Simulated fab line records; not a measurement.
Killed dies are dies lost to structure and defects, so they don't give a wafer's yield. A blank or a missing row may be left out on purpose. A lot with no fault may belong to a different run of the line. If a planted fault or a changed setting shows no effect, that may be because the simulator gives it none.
Split-lot trial    flow n5-finfet    21 wafers read from 7 lots, route of 1938 steps

== THE SPLIT ITSELF ==
At N5_BEOL_M2_ETCH_69 (etches SiARC in CF4, target depth 15.6 nm, time 26 s), the setting bias-w was moved away from the recipe's 36 W on 8 of the 21 wafers read, by -15.0% to +12.4%. For the rest of the wafers, this setting stayed at what the recipe calls for.

The split's own step is where the reading is taken.

== THE READING ==
rf-vpp-V, in V, at N5_BEOL_M2_ETCH_69 (etches SiARC in CF4, target depth 15.6 nm, time 26 s). Fault-free wafers of this fab line usually give 183.9 V, standard deviation 1.2 V.

wafer   tool, chamber at the split  bias-w as run, W  against the recipe  rf-vpp-V, V  against lot-mates on the recipe
L074.4  rie-diel-02, 3              36                recipe              184.4        -
L074.5  rie-diel-02, 3              38.46             +6.8%               190.8        +7.1
L074.6  rie-diel-02, 2              36                recipe              183.1        -
L075.2  rie-diel-02, 3              30.6              -15.0%              165.9        -17.2
L075.3  rie-diel-02, 2              36                recipe              183.1        -
L075.4  rie-diel-02, 0              30.6              -15.0%              166.2        -16.9
L084.3  rie-diel-02, 1              36                recipe              184.8        -
L084.5  rie-diel-02, 1              36                recipe              184.7        -
L084.6  rie-diel-02, 0              36                recipe              182.0        -
L088.1  rie-diel-01, 3              36                recipe              183.8        -
L088.3  rie-diel-01, 1              38.7              +7.5%               194.5        +10.4
L088.5  rie-diel-01, 3              36                recipe              184.4        -
L091.1  rie-diel-02, 2              36                recipe              184.7        -
L091.2  rie-diel-02, 0              32.87             -8.7%               171.2        -13.7
L091.5  rie-diel-02, 1              36                recipe              185.1        -
L093.1  rie-diel-01, 2              36                recipe              184.4        -
L093.2  rie-diel-01, 0              31.52             -12.4%              168.5        -16.4
L093.5  rie-diel-01, 2              36                recipe              185.3        -
L097.4  rie-diel-02, 0              36                recipe              182.4        -
L097.5  rie-diel-02, 0              40.47             +12.4%              196.8        +14.4
L097.6  rie-diel-02, 3              40.47             +12.4%              198.3        +15.9

FIT RESULTS
A straight line over all 21 wafers: rf-vpp-V changes by +1.19 V for each +1% of bias-w; r = +0.99; the points scatter about the line by 1.2 V.
The same after taking each lot's own level away (the mean of its wafers on the recipe; 21 wafers): +1.22 V for each +1%; r = +0.99; scatter 1.1 V.
Per that fit: largest bias-w move, reading shift of 18 V.
The span of the lots' own levels, 182.40 to 184.90 V, comes to 2.1 times the standard deviation stated above.
Hence the lot-to-lot level has little effect on the slope; both slopes agree.
Check: for one of the wafers moved furthest among these (-15.0%), held out of the fit, the line's prediction against its lot-mates is -18.8 V. Against them it came out at -17.2 V.
Tool readings at the split's step, against how far the setting was moved: rf-vpp-V r = +0.99.

== ADDITIONAL SPLITS CARRIED BY THESE WAFERS ==
Before the reading, these wafers also passed through other splits. Each is held against what the fit with the lots' levels taken away leaves over:
other split on the same wafers              wafers away from the commonest value  r with rf-vpp-V (lot level and that fit taken away)
N5_MOL_CONTACT_COAG_ETCHBACK_135 time-s     6                                     +0.18
N5_MOL_CONTACT_COAG_ETCH_47 over-etch-frac  12                                    +0.61
N5_BEOL_M0_SAQP_SPACER1_ALD_98 temp-c       7                                     +0.16
N5_BEOL_M0_SAQP_EXPOSE_37 dose-mj           9                                     +0.14
N5_BEOL_M0_SAQP_DESCUM_45 time-s            6                                     +0.11
N5_BEOL_M1_HM_DEP_02 target-thk-a           7                                     -0.06
N5_BEOL_M1_COAT_61 spin-rpm                 2                                     +0.09

== THE FILE'S OWN FIT ==
rf-vpp-V changes by +1.25 V for each +1% of bias-w, r = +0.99.
